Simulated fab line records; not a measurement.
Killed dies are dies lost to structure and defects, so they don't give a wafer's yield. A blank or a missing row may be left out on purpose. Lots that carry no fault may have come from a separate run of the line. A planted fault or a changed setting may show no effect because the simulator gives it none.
fab line records	flow n5_finfet
record: lots: 4	wafers: 10	last_day: 17
route steps=1938 shown HKMG_FIN@433 GATE_CUT@465 BEOL_M4@1111 PASSIVATION@1936
lots that met no fault: taken from a fault-free run of the same line
start_h: the number of hours between the record's first day and the start of the first shown wafer of the lot	wait_h: hours elapsed since this lot's preceding step	" identical to the entry in the row above	L1.1+2: a single row standing in for several wafers	- no value, or no start given	* or withheld: withheld	< > ~ a bound
route shown NAME@n: a module of which the file shows steps, and the number in the route of the first	usual: average and standard deviation across the fault-free wafers	same: alike in all rows	chamber/n: place in a boat	sites: the reading at each site	_std_site: the values' standard deviation	_edge_site: outer sites' mean less inner sites'	radius_mm: for every site, how far away it sits from the centre of the wafer	mask NAME#n: copy n	behind: the last tool/chamber to shape the wafer	hold: why the lot went on hold/how many hours it stayed there/how the hold came to an end	device: the transistor (n, p or np) that didn't switch	end of line: the route-end tests of the same wafers	a step with no rows: only its recipe	killed: at the first sort, the dies lost to defects and structure; wafer yield is something else	map: a wafer's dies, marking killed ones x, the rest . and places with no die _
set.NAME: the setting as run; set.NAME@STEP: as run at that earlier step	model.NAME: the simulator's own value behind a step, which no gauge read
lots seen at some steps along the route; tables by step, rows by wafer
services: a tool's chamber out of use, with start hour (start_h, from the record's first day; less than 0 if before it), hours out, and reason
== steps ==
step: N5_HKMG_FIN_DESCUM_17
recipe: chemistry: O2	time_s: 7.9	source_power_w: 50	bias_power_w: 20	pressure_mtorr: 20	rf_frequency_hz: 2.712e+07	temp_c: 40	resist: CAR-ArF	o2_flow_sccm: 225
step: N5_HKMG_FIN_ETCH_31
recipe: chemistry: CF4	target: SiARC	target_depth_a: 455	mask_material: CAR-ArF	time_s: 75.8	ion_energy_ev: 80	pressure_mtorr: 40	source_w: 545	bias_w: 36	Ar_flow_sccm: 100	cf4_flow_sccm: 100	ends: cleared
step: N5_HKMG_FIN_ETCH_32
recipe: chemistry: N2/H2	target: SOC	target_depth_a: 2400	temp_c: 40	time_s: 300	ion_energy_ev: 200	mask_material: SiARC	pressure_mtorr: 30	source_w: 840	bias_w: 150	n2_flow_sccm: 200	h2_flow_sccm: 200
step: N5_HKMG_FIN_STRIP_33
recipe: chemistry: N2/H2	temp_c: 40	n2_flow_sccm: 200	h2_flow_sccm: 200	rf_frequency_hz: 6e+07
step: N5_HKMG_FIN_STRIP_34
recipe: chemistry: CF4	resist: SiARC	power_w: 300	bias_power_w: 75	pressure_mtorr: 50	cf4_flow_sccm: 150	rf_frequency_hz: 6e+07
step: N5_HKMG_FIN_ETCH_35
recipe: chemistry: N2/H2	target: SOC	target_depth_a: 2158	ion_energy_ev: 65	bias_w: 5	source_w: 3000	time_s: 243.4	pressure_mtorr: 30	n2_flow_sccm: 200	h2_flow_sccm: 200
step: N5_HKMG_FIN_STRIP_92
recipe: chemistry: N2/H2	material: SOC	time_s: 20	power_w: 500	temp_c: 40	pressure_mtorr: 50	rf_frequency_hz: 6e+07	bias_power_w: 8	h2_frac: 0.5	n2_flow_sccm: 300	h2_flow_sccm: 300
step: N5_HKMG_FIN_WET_ETCH_18
recipe: chemistry: SC1	target: TiN	mix: 1:1:5	temp_c: *	time_s: 55	target_depth_nm: 5.2	dry: ipa_marangoni	rinse_time_s: 30	rinse_temp_c: 23
step: N5_HKMG_FIN_STRIP_19
recipe: chemistry: N2/H2	power_w: 2500	temp_c: 300	h2_frac: 0.65	time_s: 360	pressure_mtorr: withheld	n2_flow_sccm: 1750	h2_flow_sccm: 3250
step: N5_HKMG_FIN_ALD_91
recipe: material: TiN	target_thk_a: 10	temp_c: 400	ald_precursor_family: TiCl4	ald_co_reactant: NH3	pulse_time_s: 1	purge_time_s: 3	co_reactant_purge_time_s: 2	co_reactant_pulse_time_s: 2	ald_cycles: 47	pressure_torr: 3
usual: ald_cycles: 47/0	heater_power_outer_w: 514/55	heater_power_w: 834/68	precursor_pulse_height_rel: 1.002/0.017
lot.wafer	tool	chamber	start_h	wait_h	ald_cycles	heater_power_outer_w	heater_power_w	precursor_pulse_height_rel
L209.1	ald_metal-02	3	147.67	0.3	47	504	800	0.991
L209.2	"	0	"	"	47	488	834	1.003
L209.5	"	3	"	"	47	490	790	0.992
L214.2	ald_metal-02	2	181.11	0.3	33	542	799	0.989
L214.3	"	3	"	"	47	500	821	1.014
L217.4	ald_metal-02	3	200.61	0.1	47	507	792	1.007
L217.5	"	3	"	"	33	499	813	1.017
L220.1	ald_metal-03	0	213.26	0.3	47	547	925	0.985
L220.3	"	3	"	"	47	626	931	1.021
L220.6	"	2	"	"	47	520	854	1.025
step: N5_HKMG_FIN_COAT_85
recipe: resist: SOC	temp_c: 250	time_s: 60	spin_rpm: 1500	resist_thk_nm: 300
step: N5_HKMG_FIN_ETCH_86
recipe: chemistry: N2/H2	target: SOC	target_depth_a: 3932	stop_on: TiN	ion_energy_ev: 100	bias_w: 61	pressure_mtorr: 30	source_w: 850	n2_flow_sccm: 200	h2_flow_sccm: 200
step: N5_HKMG_FIN_STRIP_89
recipe: chemistry: N2/H2	material: SOC	time_s: 20	power_w: 500	temp_c: 40	pressure_mtorr: 50	rf_frequency_hz: 6e+07	bias_power_w: 8	h2_frac: 0.5	n2_flow_sccm: 300	h2_flow_sccm: 300
step: N5_HKMG_FIN_WET_ETCH_87
recipe: chemistry: SC1	target: TiN	mix: 1:2:40	temp_c: 50	time_s: 154.2	target_depth_nm: 4.7	dry: ipa_marangoni	rinse_time_s: 30	rinse_temp_c: 23
step: N5_HKMG_FIN_STRIP_88
recipe: chemistry: N2/H2	power_w: 2500	temp_c: 300	h2_frac: 0.65	time_s: 360	pressure_mtorr: withheld	n2_flow_sccm: 1750	h2_flow_sccm: 3250
step: N5_HKMG_FIN_NWFM_ALD_20
recipe: material: TiAlC	target_thk_a: 20	temp_c: 300	ald_precursor_family: TiCl4	ald_co_reactant: TEA	pulse_time_s: 3	purge_time_s: 2	co_reactant_purge_time_s: 2	co_reactant_pulse_time_s: 10	ald_cycles: 7	pressure_torr: 3
step: N5_HKMG_FIN_ALD_71
recipe: material: TiN	target_thk_a: 10	temp_c: 400	ald_precursor_family: TiCl4	ald_co_reactant: NH3	pulse_time_s: 1	purge_time_s: 3	co_reactant_purge_time_s: 2	co_reactant_pulse_time_s: 2	ald_cycles: 47	pressure_torr: 3
step: N5_HKMG_FIN_COAT_66
recipe: resist: SOC	temp_c: 250	time_s: 60	spin_rpm: 1500	resist_thk_nm: 300
step: N5_HKMG_FIN_ETCH_67
recipe: chemistry: N2/H2	target: SOC	target_depth_a: 3889	stop_on: TiN	ion_energy_ev: 100	bias_w: 61	pressure_mtorr: 30	source_w: 850	n2_flow_sccm: 200	h2_flow_sccm: 200
step: N5_HKMG_FIN_STRIP_90
recipe: chemistry: N2/H2	material: SOC	time_s: 20	power_w: 500	temp_c: 40	pressure_mtorr: 50	rf_frequency_hz: 6e+07	bias_power_w: 8	h2_frac: 0.5	n2_flow_sccm: 300	h2_flow_sccm: 300
step: N5_HKMG_FIN_WET_ETCH_73
recipe: chemistry: SC1	mix: 1:2:40	temp_c: 50	time_s: 42.3	target_depth_nm: 1.3	dry: ipa_marangoni	rinse_time_s: 30	rinse_temp_c: 23
step: N5_HKMG_FIN_ETCHBACK_68
recipe: chemistry: Cl2/Ar	stop_on: HfO2	target_depth_a: 5	pressure_mtorr: 10	icp_w: 600	bias_w: 60	Cl2_flow_sccm: 40	Ar_flow_sccm: 60
step: N5_HKMG_FIN_STRIP_69
recipe: chemistry: N2/H2	power_w: 2500	temp_c: 300	h2_frac: 0.65	time_s: 360	pressure_mtorr: withheld	n2_flow_sccm: 1750	h2_flow_sccm: 3250
step: N5_HKMG_FIN_ALD_21
recipe: material: TiN	target_thk_a: 15	temp_c: 400	ald_precursor_family: TiCl4	ald_co_reactant: NH3	pulse_time_s: 1	purge_time_s: 3	co_reactant_purge_time_s: 2	co_reactant_pulse_time_s: 2	ald_cycles: 68	pressure_torr: 3
step: N5_HKMG_FIN_ALD_72
recipe: material: W	target_thk_a: 20	temp_c: 300	pressure_torr: 7.5	ald_precursor_family: WF6	ald_co_reactant: B2H6	pulse_time_s: 1	purge_time_s: 2	co_reactant_purge_time_s: 2	co_reactant_pulse_time_s: 3	ald_cycles: 7
step: N5_HKMG_FIN_W_FILL_22
recipe: material: W	target_thk_a: 600	temp_c: 400	pressure_torr: 39.4	time_s: 18.2
step: N5_HKMG_FIN_PRECLEAN_83
recipe: chemistry: DIW	time_s: 57.5	temp_c: 23
step: N5_HKMG_FIN_SRD_84
recipe: dry_time_s: 32	dry: n2_spin	spin_rpm: 1500
step: N5_HKMG_FIN_CMP_23
recipe: stop_on: SiNx	t_overpolish_s: 10	post_cmp_clean: rinse_only	down_force_psi: 4	platen_rpm: 50.289	pad_velocity_m_s: 1.0006	target_thk_nm: 46.326
step: N5_HKMG_FIN_CMP_94
recipe: stop_on: SiNx	post_cmp_clean: w_dilute_nh4oh	t_overpolish_s: 4.7	down_force_psi: 4	platen_rpm: 50.289	pad_velocity_m_s: 1.0006	target_thk_nm: 43.299
step: N5_GATE_CUT_ETCHBACK_00
recipe: chemistry: SF6/Cl2	target: W	pressure_mtorr: 8	icp_w: 900	bias_w: 80	SF6_flow_sccm: 40	Cl2_flow_sccm: 60
step: N5_GATE_CUT_ETCH_56
recipe: chemistry: Cl2/Ar	target: TiN	target_depth_a: 216	pressure_mtorr: 10	icp_w: 600	bias_w: 60	Cl2_flow_sccm: 40	Ar_flow_sccm: 60
step: N5_GATE_CUT_ETCHBACK_30
recipe: chemistry: Cl2/Ar	target: TiN	target_depth_a: 30	mode: isotropic	pressure_mtorr: 10	icp_w: 600	bias_w: 60	Cl2_flow_sccm: 40	Ar_flow_sccm: 60
step: N5_GATE_CUT_VAPOR_ETCH_60
recipe: chemistry: BCl3/Cl2	target: HfO2	mode: isotropic
step: N5_GATE_CUT_ETCH_58
recipe: chemistry: CH3F/O2	target: SiNx	target_depth_a: 170	time_s: 128.6	ion_energy_ev: 50	pressure_mtorr: 30	source_w: 415	bias_w: 21	Ar_flow_sccm: 150	CH3F_flow_sccm: 30	O2_flow_sccm: 20
step: N5_GATE_CUT_STRIP_59
recipe: chemistry: N2/H2	time_s: 20	power_w: 100	temp_c: 40	pressure_mtorr: 100	rf_frequency_hz: 6e+07	bias_power_w: 3	n2_flow_sccm: 300	h2_flow_sccm: 300
step: N5_GATE_CUT_PRECLEAN_31
recipe: temp_c: 23	chemistry: DIW	time_s: 300
step: N5_BEOL_M4_RC_MEAS_101
usual: DIBL_N: 36.8/1.5	DIBL_P: 37.1/2.1	IOFF_N: 0.168/0.03	IOFF_N_85C: 3.2/0.47	IOFF_N_LIN: 0.077/0.011	IOFF_N_LONG: 5.56e-05/2.4e-06	IOFF_P: 0.22/0.034	IOFF_P_LIN: 0.103/0.013	ION_N: 679/12	ION_P: 466/8	SS_N: 71.7/0.58	SS_P: 73.5/0.67	VT_N: 248.8/2.7	VT_N_LONG: 274.7/2	VT_N_LVT: 98/3.1	VT_P: -250/3.3	VT_P_LONG: -276/3.3	VT_P_LVT: -98.6/2.8
lot.wafer	tool	chamber	start_h	wait_h	DIBL_N[mV/V]	DIBL_P[mV/V]	IOFF_N[nA/um]	IOFF_N_85C[nA/um]	IOFF_N_LIN[nA/um]	IOFF_N_LONG[nA/um]	IOFF_P[nA/um]	IOFF_P_LIN[nA/um]	ION_N[uA/um]	ION_P[uA/um]	SS_N[mV/dec]	SS_P[mV/dec]	VT_N[mV]	VT_N_LONG[mV]	VT_N_LVT[mV]	VT_P[mV]	VT_P_LONG[mV]	VT_P_LVT[mV]
L209.1	prober-02	0	240.32	0.0	40.2	41.8	0.242	4.4	0.102	5.36e-05	0.28	0.125	691	470	72.5	74.8	245.4	276.1	95	-246	-274	-98.1
L209.2	"	0	"	"	34.4	35.9	0.125	2.5	0.061	5.24e-05	0.19	0.094	652	459	71.3	73.3	252.5	275.4	105	-249	-276	-102.5
L209.5	"	0	"	"	37.3	39.9	0.182	3.4	0.079	5.41e-05	0.24	0.114	673	461	72.7	74.3	248.5	274.3	100	-248	-277	-99.5
L214.2	prober-01	0	269.53	0.2	35.7	37.3	0.520	8.4	0.250	0.0001622	0.14	0.068	748	447	71.0	73.1	215.0	240.9	64	-261	-287	-109.3
L214.3	"	0	"	"	37.0	36.8	0.149	3.0	0.070	5.43e-05	0.20	0.099	669	455	71.8	73.3	252.0	275.9	102	-251	-275	-98.7
L217.4	prober-02	0	294.93	0.5	36.1	33.6	0.122	2.5	0.058	4.91e-05	0.14	0.071	654	441	71.7	72.8	254.6	279.3	106	-260	-283	-108.9
L217.5	"	0	"	"	38.1	36.7	0.566	9.1	0.255	0.0001496	0.11	0.053	746	431	72.3	73.7	215.1	241.4	66	-271	-296	-118.9
L220.1	prober-01	0	314.51	0.0	36.6	37.8	0.161	3.1	0.075	5.72e-05	0.24	0.113	677	472	71.6	73.3	247.9	273.7	98	-245	-273	-96.0
L220.3	"	0	"	"	37.6	37.9	0.165	3.2	0.074	5.74e-05	0.24	0.114	670	466	71.9	74.0	251.3	275.0	99	-247	-272	-95.8
L220.6	"	0	"	"	36.5	36.5	0.147	2.9	0.069	5.81e-05	0.22	0.107	673	466	71.4	73.2	250.9	274.6	100	-251	-270	-96.6
step: N5_PASSIVATION_PROBE_49
usual: defect_limited_yield: 91.0/1.5	killed_at_M0_to_M3: 34/11	killed_at_M4_up: 14/5.3	killed_at_contacts: 13/7	killed_at_front_end: 41/13	killed_at_other: 4/3.1	killed_dies: 106/17	killed_open: 70/12	killed_short: 35/8	sort_bin_4_leakage: 0.00/0.007	sort_bin_5_function: 5.2/0.98	sort_bin_6_memory: 3.4/0.69	sort_bin_8_speed: 0.00/0.007	sort_n_pass: 1074/17	sort_yield_pct: 91.0/1.5
same: gross_dies: 1180	killed_at_back_side: 0
lot.wafer	tool	chamber	start_h	wait_h	defect_limited_yield[%]	killed_at_M0_to_M3	killed_at_M4_up	killed_at_contacts	killed_at_front_end	killed_at_other	killed_dies	killed_open	killed_short	sort_bin_4_leakage[%]	sort_bin_5_function[%]	sort_bin_6_memory[%]	sort_bin_8_speed[%]	sort_n_pass	sort_yield_pct[%]
L209.1	prober-02	-	356.50	0.0	90.0	28	19	9	61	1	118	82	36	0	5.7	4.1	0	1062	90.0
L209.2	prober-02	-	356.55	0.1	91.8	25	16	10	42	4	97	66	29	0	5.2	2.9	0	1083	91.8
L209.5	prober-02	-	356.70	0.2	91.9	36	13	16	29	1	95	65	30	0	5.3	2.6	0	1085	91.9
L214.2	prober-02	-	377.21	0.1	91.5	38	14	16	31	1	100	59	41	59.83	4.0	3.6	0	374	31.7
L214.3	prober-02	-	377.26	0.1	92.8	32	7	16	28	2	85	61	23	0	3.7	3.1	0	1095	92.8
L217.4	prober-01	-	398.10	0.2	89.2	55	17	10	46	0	128	87	41	0	6.7	3.7	0.08	1051	89.1
L217.5	prober-01	-	398.15	0.2	92.5	31	6	3	48	0	88	64	23	85.85	3.9	3.4	0.25	76	6.4
L220.1	prober-02	-	409.81	0.0	93.4	22	9	11	34	2	78	56	22	0	4.2	2.2	0	1102	93.4
L220.3	prober-02	-	409.91	0.1	90.8	52	12	4	39	1	108	72	35	0	5.0	3.8	0	1072	90.8
L220.6	prober-02	-	410.06	0.3	91.6	29	17	10	42	1	99	69	30	0	4.2	4.0	0	1081	91.6
killed by level:class
L209.1 STI_FIN_REVEAL:geometric_particle:open=27 BEOL_M0_SAQP:geometric_particle:short=9 DUMMY_GATE:geometric_particle:open=7 MOL_CONTACT_COAG:geometric_particle:open=7 FIN_SAQP:geometric_particle:short=6 BEOL_M4:geometric_particle:open=6 BEOL_M0_SAQP:geometric_particle:open=6 BEOL_M3:geometric_particle:open=6
L209.2 STI_FIN_REVEAL:geometric_particle:open=13 MOL_CONTACT_COAG:geometric_particle:open=7 BEOL_M0_SAQP:geometric_particle:short=7 BEOL_M4:geometric_particle:open=6 DUMMY_GATE:geometric_particle:open=5 DUMMY_GATE:geometric_particle:short=5 BEOL_M3:geometric_particle:open=5 BEOL_M0_SAQP:geometric_particle:open=4
L209.5 MOL_CONTACT_COAG:geometric_particle:open=14 BEOL_M0_SAQP:geometric_particle:short=9 BEOL_M0_SAQP:geometric_particle:open=9 GATE_CUT:geometric_particle:short=8 BEOL_M2:geometric_particle:open=6 BEOL_M4:geometric_particle:open=6 BEOL_M3:geometric_particle:open=5 STARTING-WAFER:geometric_particle:open=5
L214.2 MOL_CONTACT_COAG:geometric_particle:open=14 BEOL_M2:geometric_particle:open=14 FIN_SAQP:geometric_particle:short=12 BEOL_M0_SAQP:geometric_particle:open=5 BEOL_M3:geometric_particle:open=5 BEOL_M4:geometric_particle:open=5 BEOL_M4:geometric_particle:short=5 FIN_SAQP:geometric_particle:open=4
L214.3 MOL_CONTACT_COAG:geometric_particle:open=15 BEOL_M2:geometric_particle:open=15 BEOL_M4:geometric_particle:open=5 FIN_SAQP:geometric_particle:short=4 STI_FIN_REVEAL:geometric_particle:open=4 GATE_CUT:geometric_particle:short=4 BEOL_M2:geometric_particle:short=4 STARTING-WAFER:geometric_particle:open=4
L217.4 BEOL_M0_SAQP:geometric_particle:open=17 BEOL_M0_SAQP:geometric_particle:short=11 FIN_SAQP:geometric_particle:short=10 MOL_CONTACT_COAG:geometric_particle:open=10 FIN_SAQP:geometric_particle:open=9 BEOL_M2:geometric_particle:open=9 BEOL_M4:geometric_particle:open=8 STI_FIN_REVEAL:geometric_particle:open=8
L217.5 STI_FIN_REVEAL:geometric_particle:open=14 BEOL_M0_SAQP:geometric_particle:open=11 FIN_SAQP:geometric_particle:open=7 BEOL_M2:geometric_particle:open=6 FIN_SAQP:geometric_particle:short=5 BEOL_M0_SAQP:geometric_particle:short=5 BEOL_M1:geometric_particle:open=4 FIN_CUT:geometric_particle:short=3
L220.1 STI_FIN_REVEAL:geometric_particle:open=10 MOL_CONTACT_COAG:geometric_particle:open=9 BEOL_M2:geometric_particle:open=8 BEOL_M3:geometric_particle:open=8 FIN_SAQP:geometric_particle:short=7 FIN_SAQP:geometric_particle:open=6 BEOL_M4:geometric_particle:open=5 BEOL_M2:geometric_particle:short=3
L220.3 BEOL_M1:geometric_particle:open=13 BEOL_M3:geometric_particle:open=10 BEOL_M0_SAQP:geometric_particle:open=9 STI_FIN_REVEAL:geometric_particle:open=7 BEOL_M0_SAQP:geometric_particle:short=7 STARTING-WAFER:geometric_particle:open=6 FIN_SAQP:geometric_particle:open=5 FIN_SAQP:geometric_particle:short=4
L220.6 FIN_SAQP:geometric_particle:open=12 BEOL_M0_SAQP:geometric_particle:open=12 BEOL_M4:geometric_particle:open=12 FIN_SAQP:geometric_particle:short=10 MOL_CONTACT_COAG:geometric_particle:open=9 BEOL_M3:geometric_particle:open=6 BEOL_M0_SAQP:geometric_particle:short=5 STI_FIN_REVEAL:geometric_particle:open=4
map L214.2 (x killed, . not)
_________________............________________
______________.................._____________
___________.....x..................__________
__________......................x..._________
________.........x....x...xx.........._______
_______..........x..............x.....x______
______..x.....x.................x...x..._____
_____x..x........................x..x....____
____.......x..x..xx........x..............___
___........x.......x.................x.....__
___.x.........x..................x......x.x__
__.............x....x............x.........._
__................x...........x............._
_......................xx.......x......x..x.x
_x.....x.....................................
_......................x.x....x..............
_.......................x.........x..........
_...x.....x.x......x..x....x............x....
_............................................
_...x........................................
_.......x....x.x........x..xx..............x.
__....x...................x................._
__x..............x.....x...................._
___...x..................x.................__
___.......................x..........x.....__
____..........xx...................x......___
_____..x...........x..x..................____
______.x...............x.........x......_____
_______..x..x.x.x....x..............x..______
________.....x..x....................._______
__________.....x...x...........x..x._________
___________.............x.......x..__________
______________...x.xx.....x....._____________
_________________x...........________________
map L217.4 (x killed, . not)
_________________.......xx..x________________
______________x................._____________
___________....xx..................__________
__________x...........x.x..........._________
________...x...x..............x......._______
_______..............x.x...............______
______.x...x......x............xx......._____
_____...........x...................x....____
____......x.......x....x.....xx...x.......___
___....x.x.........xx...x.............x....__
___......xx.....x.....x..................x.__
__...x.x...........................x..x...x._
__..............x..............x............_
_x.....x.....x...x....x......................
_........x..............x..x..x..........x...
_.....x..........x.....x.........x...xxx.x...
_x....x..........x........................x..
_x........x................x...x...x.........
_x.....x....xx....x...x..x..x.x..............
_.........x..................................
_.....x.............xx.............x..x......
__.........x..x..................x...x......_
__........x.......................x......x.._
___............x..........................x__
___..........................x.x...........__
____.xx................x..xx..............___
_____...............x.....x.......xx.....____
______x....x............x..............._____
_______...x.......x.....x..x..x......x.______
________...x......x..................._______
__________................x..x......_________
___________.x...x........x........x__________
______________.................._____________
_________________..xxx...x...________________
== services ==
tool	chamber	start_h	hours	kind
ald_metal-03	2	131.81	1.9	repair
ald_metal-02	1	140.20	31.7	repair
== key ==
first_sign: step: N5_HKMG_FIN_ALD_91	reading: ald_cycles	direction: down	sigmas: 99+	usual: *	struck: *
effect: step: N5_BEOL_M4_RC_MEAS_101	reading: IOFF_N_LONG	direction: up	sigmas: 42	usual: 5.56e-05	struck: 0.0001559
effect: step: N5_BEOL_M4_RC_MEAS_101	reading: VT_N_LONG	direction: down	sigmas: 17	usual: 274.7	struck: 241.1
effect: step: N5_BEOL_M4_RC_MEAS_101	reading: IOFF_N_LIN	direction: up	sigmas: 16	usual: 0.077	struck: 0.253
effect: step: N5_BEOL_M4_RC_MEAS_101	reading: IOFF_N	direction: up	sigmas: 13	usual: 0.168	struck: 0.543
effect: step: N5_BEOL_M4_RC_MEAS_101	reading: VT_N	direction: down	sigmas: 12	usual: 248.8	struck: 215.1
effect: step: N5_BEOL_M4_RC_MEAS_101	reading: IOFF_N_85C	direction: up	sigmas: 12	usual: 3.2	struck: 8.7
effect: step: N5_BEOL_M4_RC_MEAS_101	reading: VT_N_LVT	direction: down	sigmas: 11	usual: 98	struck: 65
effect: step: N5_BEOL_M4_RC_MEAS_101	reading: ION_N	direction: up	sigmas: 5.6	usual: 679	struck: 747
effect: step: N5_BEOL_M4_RC_MEAS_101	reading: VT_P_LVT	direction: down	sigmas: 5.5	usual: -98.6	struck: -114.1
effect: step: N5_BEOL_M4_RC_MEAS_101	reading: VT_P	direction: down	sigmas: 5	usual: -250	struck: -266
effect: step: N5_BEOL_M4_RC_MEAS_101	reading: VT_P_LONG	direction: down	sigmas: 4.8	usual: -276	struck: -292
effect: step: N5_BEOL_M4_RC_MEAS_101	reading: IOFF_P_LIN	direction: down	sigmas: 3.3	usual: 0.103	struck: 0.061
effect: step: N5_PASSIVATION_PROBE_49	reading: sort_bin_4_leakage	direction: up	sigmas: 99+	usual: 0.00	struck: 72.84
met_at N5_HKMG_FIN_ALD_91
struck_wafers L214.2,L217.5
onset_between 147.67 181.11
fault: kind: process_parameter_drift	tool: ald_metal-02	chamber: -	onset_h: 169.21	steps: N5_HKMG_FIN_ALD_91	channel: ald_cycles	offset: *	shape: step	end_h: 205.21	scope: struck_wafers_only	acts_in: *	stated: *
